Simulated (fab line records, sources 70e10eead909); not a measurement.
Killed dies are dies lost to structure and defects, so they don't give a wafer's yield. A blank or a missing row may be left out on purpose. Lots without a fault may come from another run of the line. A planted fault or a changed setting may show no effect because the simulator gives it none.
Chamber matching | flow nand_harc | NHARC_A_BLC_DESCUM_15 on rie_diel-12: 4 sister chambers
The step chemistry O2, time 3 s. 4 wafers are shown with their chamber, then 7 later ones without.

WAFERS WITH THEIR CHAMBER
wafer  | chamber | drypump_motor_current_A (A)
L463.2 | 0       | 6.2
L465.4 | 2       | 5.7
L476.3 | 1       | 4.8
L476.5 | 3       | 5.7

WAFERS WITHOUT THEIR CHAMBER
wafer  | drypump_motor_current_A (A)
L476.6 | 6.2
L479.1 | 5.7
L479.3 | 6.3
L479.6 | 5.7
L483.1 | 6.2
L483.5 | 5.7
L483.6 | 6.2

WHICH CHAMBER EACH WENT THROUGH
wafer  | from the rows above     | in truth
L476.6 | 0                       | 0
L479.1 | can't be placed: 2 or 3 | 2
L479.3 | 0                       | 0
L479.6 | can't be placed: 2 or 3 | 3
L483.1 | 0                       | 0
L483.5 | can't be placed: 2 or 3 | 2
L483.6 | 0                       | 0
Placed correctly: 4 of 7. Can't be placed from these rows: 3 (the true chamber is among the candidates in 3). Placed wrongly: 0.
How it was worked out, from the rows above alone: a wafer's distance from a chamber is the root of the sum, over the readings, of the square of ((its reading less the chamber's mean) divided by the reading's scatter). The wafer belongs to the nearest chamber; if the next one is less than 2 further off, it can't be placed. A chamber's mean is the mean of its shown wafers. The scatter: with one shown wafer a chamber, the root of the mean of the squares of how far each hidden wafer lies from its nearest shown one.
